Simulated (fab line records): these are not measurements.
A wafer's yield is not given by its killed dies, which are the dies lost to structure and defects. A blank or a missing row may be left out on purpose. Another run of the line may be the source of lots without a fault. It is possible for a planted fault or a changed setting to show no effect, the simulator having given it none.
Chamber matching / flow n5Finfet / rieDiel-01 running N5_FIN_SAQP_HM_OPEN_33: 4 sister chambers
The step chemistry CH3F/O2, target SiNx, target depth 49.4 nm, time 70.6 s. 4 wafers are shown with their chamber, then 7 later ones without.

WAFERS WITH THEIR CHAMBER
wafer=L089.1; chamber=0; showerheadPlenumPTorr (Torr)=2.11
wafer=L091.4; chamber=1; showerheadPlenumPTorr (Torr)=1.97
wafer=L091.5; chamber=3; showerheadPlenumPTorr (Torr)=2.14
wafer=L093.5; chamber=2; showerheadPlenumPTorr (Torr)=2.07

WAFERS WITH NO CHAMBER GIVEN
wafer=L093.6; showerheadPlenumPTorr (Torr)=2.14
wafer=L094.2; showerheadPlenumPTorr (Torr)=2.11
wafer=L094.3; showerheadPlenumPTorr (Torr)=2.14
wafer=L094.4; showerheadPlenumPTorr (Torr)=2.06
wafer=L097.2; showerheadPlenumPTorr (Torr)=2.06
wafer=L097.4; showerheadPlenumPTorr (Torr)=1.96
wafer=L097.5; showerheadPlenumPTorr (Torr)=1.96

WHICH CHAMBER EACH WENT THROUGH
wafer=L093.6; from the rows above=3; in truth=3
wafer=L094.2; from the rows above=0; in truth=0
wafer=L094.3; from the rows above=3; in truth=3
wafer=L094.4; from the rows above=2; in truth=2
wafer=L097.2; from the rows above=2; in truth=2
wafer=L097.4; from the rows above=1; in truth=1
wafer=L097.5; from the rows above=1; in truth=1
Correct placement for 7 of the 7. From these rows, 0 cannot be placed. Wrongly placed: 0.
How it was worked out, from the rows above alone: a wafer's distance from a chamber is the root of the sum, over the readings, of the square of ((its reading less the chamber's mean) divided by the reading's scatter). The wafer belongs to the nearest chamber; if the next one is less than 2 further off, it can't be placed. A chamber's mean is the mean of its shown wafers. The scatter (one wafer shown for each chamber): square how far every hidden wafer sits from the nearest shown wafer, average those squares and take the square root.
